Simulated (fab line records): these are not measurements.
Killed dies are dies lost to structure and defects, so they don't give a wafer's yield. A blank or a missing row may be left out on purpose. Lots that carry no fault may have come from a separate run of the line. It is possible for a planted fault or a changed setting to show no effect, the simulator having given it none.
Problem report in the 8D (eight disciplines) form, filled by code + flow n5 finfet + the parts of the form that need people (team, actions taken, sign-off) are left out

## 1. THE PROBLEM
M2_ILD_THK at N5_BEOL_M2_THK_MEAS_01 reads a mean of 44.0 nm on 2 wafers of 2 lots; wafers without a fault read 79.1 nm with a standard deviation of 1.3. That is -27 standard deviations from the usual mean.
The first sign was on wafer L540.3 at day 9 15:00, on film metro-02. The record holds 42 wafers of 14 lots with a number at this step. Rule for "out", or "out of limits": more than 4 standard deviations from the usual mean. All remaining wafers that have a number are taken as sound.

## 2. WHAT THIS IS AND IS NOT
| question                    | is                           | is not                                                                                             |
|-----------------------------|------------------------------|----------------------------------------------------------------------------------------------------|
| which readings at this step | M2_ILD_THK                   | -                                                                                                  |
| which lots                  | L540, L542                   | L529, L530, L533, L534, L535, L537, L538, L541, L543, L549, L550, L551                             |
| which wafers of those lots  | L540.3, L542.6               | L540.2, L540.6, L542.4, L542.5                                                                     |
| read on which gauges        | film metro-01, film metro-02 | -                                                                                                  |
| when                        | from day 9 15:00             | up to then (23 sound wafers); but 17 sound wafers of L541, L542, L543, L549, L550, L551 came after |

## 3. SUSPECTS, AND WHAT RULES EACH OUT
Counting: if a tool at a process step up to the reading ran every lot that is out, it stays a suspect. Sound lots after the first of them don't rule it out here, since some wafers of a struck lot are sound.
- the gauge at N5_BEOL_M2_THK_MEAS_01: ruled out. The wafers that are out were read on 2 gauges (film metro-01, film metro-02).
- pecvd-02 at N5_BEOL_M2_ILD_DEP_00 (deposits SiOC from DEMS/O2, target thk 79 nm, time 15.3 s): kept. Ran every lot that is out, first one L540 (day 9 14:56); last sound lot up to then L538 (day 9 03:31).
- pecvd-02, N5_BEOL_M2_ILD_DEP_00: wafers that are out in chamber 0, sound lot-mates in chambers 1, 2.
Left after counting: pecvd-02 at N5_BEOL_M2_ILD_DEP_00.

## 4. THE CAUSE (what the simulator had put in)
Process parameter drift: pecvd-02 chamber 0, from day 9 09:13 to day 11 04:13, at N5_BEOL_M2_ILD_DEP_00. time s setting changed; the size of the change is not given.
Counting left only this tool.

## 5. THE EFFECT CHAIN, in route order
Rows list readings where the struck wafers' mean (over those with a number) sits beyond 3 standard deviations from the usual. Only readings for which the record gives a usual standard deviation are gone through. hours: the time from each lot's start at the first step in this table that gives one to its start at this step, as a median over the lots. sigmas: the change in usual standard deviations.
| hours | step                   | reading    | usual   | on struck wafers | change | sigmas |
|-------|------------------------|------------|---------|------------------|--------|--------|
| 0     | N5_BEOL_M2_THK_MEAS_01 | M2_ILD_THK | 79.1 nm | 44.0             | -35.0  | -27    |

## 6. WHAT WOULD HAVE CAUGHT IT SOONER
The first out-of-limits reading at a measuring or inspecting step in this record came at day 9 15:00, 6 hours after the fault's start at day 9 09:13.
No tool reading at N5_BEOL_M2_ILD_DEP_00 that has a usual standard deviation in the record was out on any struck wafer, so an alarm limit of 4 standard deviations on those readings would not have fired.
Among the 2 lots that are out, L542 began N5_BEOL_M2_ILD_DEP_00 on pecvd-02 after day 9 15:00. A tool hold placed at that time would have kept it from harm.
